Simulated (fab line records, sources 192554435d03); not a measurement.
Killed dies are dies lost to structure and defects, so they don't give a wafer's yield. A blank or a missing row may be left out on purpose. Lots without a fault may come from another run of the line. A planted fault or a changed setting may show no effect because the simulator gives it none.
A struck lot beside a sound one | flow n5_finfet | 33 steps out of a route of 1938
Sound: wafers L791.1, L791.3, L791.4. Struck: wafers L786.1, L786.2, L786.5. The cause comes at the end.
At each step with rows: each side's tool, then ch and its chambers, then its first start. Under that, the readings that differ: sound wafers | struck wafers | difference of the means | sigmas: that difference in standard deviations of wafers without a fault.
alike: readings whose means differ by less than 2 such deviations, and words and numbers that are the same on both sides. not compared: withheld readings, readings that some wafer has no value for, bounds like >300 that may hide the same value, and numbers for which the record gives no deviation and whose values overlap.
The two part at a step that has a row with sigmas, a row that says differs or no value, or rows on one side only. Numbers that don't overlap but have no deviation are shown without sigmas and don't part them. A reading that every wafer of one side lacks parts them only if that side has two wafers or more.

first, 10 steps without rows for these wafers: N5_BEOL_M2_ETCH_41 (etches SiCN in CH3F/O2, target depth 29.9 nm, time 52.5 s); N5_BEOL_M2_STRIP_97 (strips in N2/H2, time 10 s); N5_BEOL_M2_HM_STRIP_39 (strips TiN in peroxide tin strip, target depth 25 nm, time 158 s); N5_BEOL_M2_SRD_40 (time 30 s); N5_BEOL_M2_PRECLEAN_42 (cleans in residue remover, time 60 s); N5_BEOL_M2_SRD_43 (time 30 s); N5_BEOL_M2_DEGAS_44 (time 60 s); N5_BEOL_M2_PRE_CLEAN_45 (time 30 s); N5_BEOL_M2_ALD_84 (deposits TaN, pulse time 2 s, purge time 3 s, co reactant purge time 2 s); N5_BEOL_M2_SURFACE_TREAT_85.
N5_BEOL_M2_CVD_47: deposits Co from CCTBA/H2, target thk 3 nm, time 223.8 s.
  sound on cvd_co-01 ch 0,2, day 12 04:59; struck on cvd_co-02 ch 0,1,2, day 11 10:52
  no value came back on the struck wafers for chamber_pressure_Torr (Torr), run_length_s (s); on the sound wafers chamber_pressure_Torr (Torr) reads 30.00 30.04 29.92
then, 19 steps without rows for these wafers: N5_BEOL_M2_SPUTTER_48 (material Cu, target thk 4.5 nm, time 8.29 s); N5_BEOL_M2_ANNEAL_49 (time 240 s); N5_BEOL_M2_SPUTTER_79 (material Cu, target thk 4.5 nm, time 8.29 s); N5_BEOL_M2_ANNEAL_80 (time 240 s); N5_BEOL_M2_SPUTTER_81 (material Cu, target thk 4.5 nm, time 8.29 s); N5_BEOL_M2_ANNEAL_82 (time 240 s); N5_BEOL_M2_SPUTTER_86 (material Cu, target thk 4.5 nm, time 8.29 s); N5_BEOL_M2_ANNEAL_87 (time 240 s); N5_BEOL_M2_SPUTTER_88 (material Cu, target thk 4.5 nm, time 8.29 s); N5_BEOL_M2_ANNEAL_89 (time 240 s); N5_BEOL_M2_SPUTTER_90 (material Cu, target thk 4.5 nm, time 8.29 s); N5_BEOL_M2_ANNEAL_91 (time 240 s); N5_BEOL_M2_SPUTTER_92 (material Cu, target thk 4.5 nm, time 8.29 s); N5_BEOL_M2_ANNEAL_93 (time 240 s); N5_BEOL_M2_SPUTTER_94 (material Cu, target thk 4.5 nm, time 8.29 s); N5_BEOL_M2_ANNEAL_95 (time 240 s); N5_BEOL_M2_SPUTTER_96 (material Cu, target thk 4.5 nm, time 8.29 s); N5_BEOL_M2_ECD_50 (material Cu, target thk 300 nm); N5_BEOL_M2_ANNEAL_51 (time 90 s).
N5_BEOL_M2_CMP_52: polishes, stops on SiOC, t overpolish 6.8 s, target thk 40 nm.
  sound on cmp-02 ch 0,1,3, day 12 07:28; struck on cmp-02 ch 2,3, day 11 14:25
  reading                      | sound          | struck         | difference | sigmas
  barrier_field_endpoint_s (s) | 23.8 24.4 25.0 | 20.2 20.4 21.3 | -3.8       | -5
  alike: motor_current_A, platen_rpm
  not compared: model.Cu_of_BEOL_M2_ECD_50.thk_nm
N5_BEOL_M4_RC_MEAS_101:
  the record has rows for the sound wafers here (prober-02 ch 0, day 13 20:15) and none for the struck ones
-- the record jumps here: 6 days lie between the struck wafers' starts before and after (it left off in module BEOL_M4 and takes up again in module PASSIVATION, whose first step shown is number 1936 of the route) --
N5_PASSIVATION_PROBE_49:
  sound on prober-01, day 18 13:44; struck on prober-01, day 17 08:07
  reading                  | sound          | struck         | difference | sigmas
  defect_limited_yield (%) | 91.1 91.0 89.6 | 0 0 0          | -91        | -65
  killed_at_M0_to_M3       | 29 23 35       | 1124 1133 1119 | +1096      | +99 or more
  killed_at_front_end      | 48 59 54       | 24 21 31       | -28        | -2
  killed_dies              | 105 106 123    | 1180 1180 1180 | +1069      | +63
  killed_on_rim            | 12 12 13       | 152 152 152    | +140       | +36
  sort_bin_5_function (%)  | 5.0 5.8 5.5    | 88.5 88.6 89.4 | +83.4      | +88
  sort_bin_6_memory (%)    | 3.3 2.9 4.7    | 11.4 11.0 10.4 | +7.3       | +11
  sort_n_pass              | 1075 1074 1057 | 0 0 0          | -1069      | -63
  sort_yield_pct (%)       | 91.1 91.0 89.6 | 0 0 0          | -91        | -60
  alike: killed_at_M4_up, killed_at_contacts, killed_at_other, killed_open, killed_short, sort_bin_8_speed

WHERE THEY PART
First at N5_BEOL_M2_CVD_47; last, within this record, at N5_PASSIVATION_PROBE_49.

WHY: what the simulator had put in
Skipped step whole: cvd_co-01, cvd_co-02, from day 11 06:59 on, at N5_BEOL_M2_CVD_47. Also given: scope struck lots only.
